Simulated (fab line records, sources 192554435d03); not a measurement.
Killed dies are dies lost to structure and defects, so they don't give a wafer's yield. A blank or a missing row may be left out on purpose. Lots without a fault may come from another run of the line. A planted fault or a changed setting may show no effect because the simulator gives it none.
Chamber matching | flow n5_finfet | N5_SDB_CMP_30 on cmp-02: 4 sister chambers
The step polishes, stops on poly-Si, t overpolish 1.54 s, target thk 30 nm. 8 wafers are shown with their chamber, then 9 later ones without.

WAFERS WITH THEIR CHAMBER
wafer  | chamber | motor_current_A (A) | time_to_endpoint_s (s)
L076.4 | 1       | 13.7                | 17.1
L080.1 | 1       | 12.4                | 18.0
L081.1 | 3       | 12.1                | 21.4
L081.4 | 0       | 10.5                | 17.0
L081.6 | 2       | 10.7                | 16.0
L084.1 | 2       | 11.2                | 16.8
L084.4 | 3       | 12.4                | 15.6
L084.5 | 0       | 10.8                | 18.3

WAFERS WITHOUT THEIR CHAMBER
wafer  | motor_current_A (A) | time_to_endpoint_s (s)
L087.3 | 11.7                | 17.9
L087.4 | 13.3                | 14.3
L087.6 | 10.9                | 14.3
L094.1 | 13.2                | 16.5
L094.4 | 11.0                | 15.4
L094.6 | 11.3                | 14.8
L096.1 | 12.7                | 18.1
L096.2 | 11.3                | 16.6
L096.5 | 11.6                | 19.6

WHICH CHAMBER EACH WENT THROUGH
wafer  | from the rows above               | in truth
L087.3 | can't be placed: 3 or 2 or 0 or 1 | 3
L087.4 | can't be placed: 1 or 3           | 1
L087.6 | can't be placed: 2 or 0           | 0
L094.1 | can't be placed: 1 or 3           | 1
L094.4 | can't be placed: 2 or 0           | 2
L094.6 | can't be placed: 2 or 0 or 3      | 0
L096.1 | can't be placed: 1 or 3           | 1
L096.2 | can't be placed: 2 or 0 or 3      | 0
L096.5 | can't be placed: 3 or 2 or 0 or 1 | 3
Placed correctly: 0 of 9. Can't be placed from these rows: 9 (the true chamber is among the candidates in 9). Placed wrongly: 0.
How it was worked out, from the rows above alone: a wafer's distance from a chamber is the root of the sum, over the readings, of the square of ((its reading less the chamber's mean) divided by the reading's scatter). The wafer belongs to the nearest chamber; if the next one is less than 2 further off, it can't be placed. A chamber's mean is the mean of its shown wafers. The scatter: the root of (the sum of the squares of (reading less its chamber's mean) over the shown wafers, divided by (wafers less chambers)).
